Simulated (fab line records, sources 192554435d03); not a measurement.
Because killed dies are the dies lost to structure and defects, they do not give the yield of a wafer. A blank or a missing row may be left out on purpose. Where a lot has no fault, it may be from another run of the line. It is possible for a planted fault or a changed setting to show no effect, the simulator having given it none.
A single fault, viewed from 3 desks -- flow n5_finfet -- what lay behind the numbers comes last; until then each desk has only its own
Where a reading is given only as a bound, like >300, the bound stands for it, and a mean or a difference that rests on one is marked > or <: the true number lies beyond.

FOR THE TOOL OWNER'S DESK: rie_diel-05
The tool's own readings at N5_ZERO_LAYER_ETCH_17 (etches SiO2 in CF4, target depth 12 nm, time 13.3 s): means of the sampled wafers that have a number, for each lot that ran on this tool. Any lot whose mean is over 4 standard deviations away from the usual mean is out of limits and marked OUT; that distance is given in the brackets.
Columns: A = drypump_motor_current_A at N5_ZERO_LAYER_ETCH_17, usual 5.6 A; B = oes_product_au at N5_ZERO_LAYER_ETCH_17, usual 0.76 a.u.; C = rf_vpp_V at N5_ZERO_LAYER_ETCH_17, usual 949 V; D = showerhead_plenum_p_Torr at N5_ZERO_LAYER_ETCH_17, usual 2.14 Torr; E = throttle_valve_pct at N5_ZERO_LAYER_ETCH_17, usual 15.71 %
lot,first seen here,A,B,C,D,E
L678,day 2 18:50,5.6,0.76,949,2.14,15.60
L685,day 4 12:43,5.5,0.76,948,2.14,15.55
L694,day 6 19:13,5.5,0.72,950,2.16,15.69
L695,day 7 00:43,5.4,0.71,948,2.13,15.61
This desk found nothing out of limits on any of the 4 lots.

METROLOGY DESK
Means of the sampled wafers that have a number, per lot and without regard to the tool the lot ran on: this is what the gauges read. Any lot whose mean is over 4 standard deviations away from the usual mean is out of limits and marked OUT; that distance is given in the brackets. It has 13 readings; the 7 that lie furthest out on some lot are the ones shown.
Columns: A = DIBL_P at N5_BEOL_M4_RC_MEAS_101, usual 36.1 mV/V; B = IOFF_N at N5_BEOL_M4_RC_MEAS_101, usual 0.16 nA/um; C = ION_P at N5_BEOL_M4_RC_MEAS_101, usual 463 uA/um; D = SS_N at N5_BEOL_M4_RC_MEAS_101, usual 71.4 mV/dec; E = SS_P at N5_BEOL_M4_RC_MEAS_101, usual 73.2 mV/dec; F = VT_N at N5_BEOL_M4_RC_MEAS_101, usual 250 mV; G = VT_P at N5_BEOL_M4_RC_MEAS_101, usual -250 mV
lot,first seen here,A,B,C,D,E,F,G
L674,day 1 19:41,34.4,0.14,470,70.9,72.9,250,-248
L678,day 2 19:49,34.7,0.16,461,71.1,72.7,249,-249
L680,day 3 08:20,34.7,0.14,450,71.1,72.9,254,-255
L684,day 4 08:00,36.6,0.16,473,71.8,73.3,249,-245
L685,day 4 13:42,34.6,0.15,468,71.0,72.6,250,-245
L686,day 4 19:41,40.1,0.23,470,72.2,74.2,244,-249
L694,day 6 20:12,34.6,0.15,458,71.4,73.1,252,-249
L695,day 7 01:34,35.8,0.13,465,70.5,72.3,254,-251
L696,day 7 07:36,37.5,0.16,468,72.0,73.1,249,-248
This desk found nothing out of limits on any of the 9 lots.

THE DEFECT DESK
What the inspections along the route counted, lot by lot: means of the sampled wafers that have a number. Any lot whose mean is over 4 standard deviations away from the usual mean is out of limits and marked OUT; that distance is given in the brackets.
Columns: A = raw_defect_count at N5_ZERO_LAYER_INSPECT_20, usual 34; B = raw_defect_count at N5_WELL_APT_INSPECT_10, usual 2.2; C = raw_defect_count at N5_WELL_APT_INSPECT_38, usual 14
lot,first seen here,A,B,C
L674,day 1 19:15,26,1.7,15
L678,day 2 19:23,29,1.7,12
L680,day 3 07:55,28,2.7,10
L684,day 4 07:41,15,3.0,12
L685,day 4 13:16,31,2.0,19
L686,day 4 19:23,25,2.7,16
L694,day 6 19:46,378 (+22) OUT,>300 (+99 or more) OUT,371 (+69) OUT
L695,day 7 01:15,384 (+22) OUT,>300 (+99 or more) OUT,365 (+68) OUT
L696,day 7 07:18,39,2.0,23
This desk's verdict: out of limits on L694, L695, starting with L694 at day 6 19:46 (raw_defect_count at N5_ZERO_LAYER_INSPECT_20). In limits: L674, L678, L680, L684, L685, L686, L696.

PUT TOGETHER
The defect desk could have raised an alarm at day 6 19:46, on L694, L695.
The desk of the tool owner found nothing out of limits.
Metrology desk: nothing out of limits seen.
Tool owner's desk: L694, L695 on record, inside its limits.
The metrology desk has L694, L695 on record, within its limits.
N5_ZERO_LAYER_ETCH_17 was run on rie_diel-05 by each of the lots named.

WHAT WAS PUT IN BY THE SIMULATOR
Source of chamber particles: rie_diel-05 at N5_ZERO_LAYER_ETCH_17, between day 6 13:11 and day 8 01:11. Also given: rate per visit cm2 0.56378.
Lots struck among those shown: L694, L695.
Hours from the fault's start to each desk's first reading out of limits: the defect desk, 7.
